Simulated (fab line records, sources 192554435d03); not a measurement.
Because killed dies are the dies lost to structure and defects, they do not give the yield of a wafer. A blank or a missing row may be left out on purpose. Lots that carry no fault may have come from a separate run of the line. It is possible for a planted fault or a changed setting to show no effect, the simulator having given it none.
The tool behind it: which one? -- flow n5-finfet -- Sampling: 9 lots, 27 wafers, 2 of 1938 route steps

## WHAT EACH GAUGE READ, for each wafer
N5_DUMMY_GATE_THK_MEAS_05.
lot,measured,on,thk-nm (nm)
L509,day 2 17:30,film-metro-02,70.2 72.8 70.0
L510,day 3 01:02,film-metro-02,71.4 69.3 71.6
L515,day 4 06:05,film-metro-02,72.7 72.8 72.0
L522,day 6 06:02,film-metro-01,52.5 52.9 53.3
L523,day 6 09:41,film-metro-01,51.8 50.8 53.0
L525,day 6 21:13,film-metro-01,72.5 72.4 69.8
L527,day 7 06:47,film-metro-02,72.4 73.8 72.1
L528,day 7 13:05,film-metro-01,73.2 71.3 73.4
L532,day 8 14:57,film-metro-01,72.5 71.7 72.0

## EACH LOT AND THE TOOL THAT RAN IT (in order: tool; ch and the chambers of the sampled wafers; start)
lot,N5_DUMMY_GATE_CVD_03
L509,"lpcvd-01 ch 1/100,1/109,1/90, day 2 13:31"
L510,"lpcvd-02 ch 1/75,1/79,1/89, day 2 19:13"
L515,"lpcvd-02 ch 1/65,1/70,1/89, day 4 02:07"
L522,"lpcvd-01 ch 1/70,1/79,1/89, day 6 02:04"
L523,"lpcvd-01 ch 1/100,1/109,1/95, day 6 05:43"
L525,"lpcvd-01 ch 0/65,0/84,0/89, day 6 15:11"
L527,"lpcvd-01 ch 0/70,0/84,0/89, day 7 02:49"
L528,"lpcvd-01 ch 0/25,0/29,0/34, day 7 09:07"
L532,"lpcvd-01 ch 0/15,0/29,0/34, day 8 10:59"
- N5_DUMMY_GATE_CVD_03: deposits a-Si from SiH4, target thk 150 nm, time 8042 s.

## THE ANSWER, worked out from the rows above alone
Rule: what is usual is taken from the lots themselves. Put in order of their means at a reading, lots are off if they are a third of the lots or fewer, leave a main group of 4 or more, and stand apart from it by a gap of 3 or more times the standard deviation of the main group's means; of several such gaps the widest counts. A main group is skipped when, at the precision printed for the reading in the tables above, its means are all equal. A lot without any number at a reading at which 4 lots or more have one is off too. The other lots that the step has rows for count as sound.
Off: L522, L523, at N5_DUMMY_GATE_THK_MEAS_05 (thk-nm). The main group: mean 71.9 nm, standard deviation 0.74.
A tool fits if, at a process step before that reading, it ran every lot that is off, and no sound lot after the first of them. The gauges at N5_DUMMY_GATE_THK_MEAS_05 are tried like those tools. None of those tried fits.

## WHAT WAS PUT IN BY THE SIMULATOR
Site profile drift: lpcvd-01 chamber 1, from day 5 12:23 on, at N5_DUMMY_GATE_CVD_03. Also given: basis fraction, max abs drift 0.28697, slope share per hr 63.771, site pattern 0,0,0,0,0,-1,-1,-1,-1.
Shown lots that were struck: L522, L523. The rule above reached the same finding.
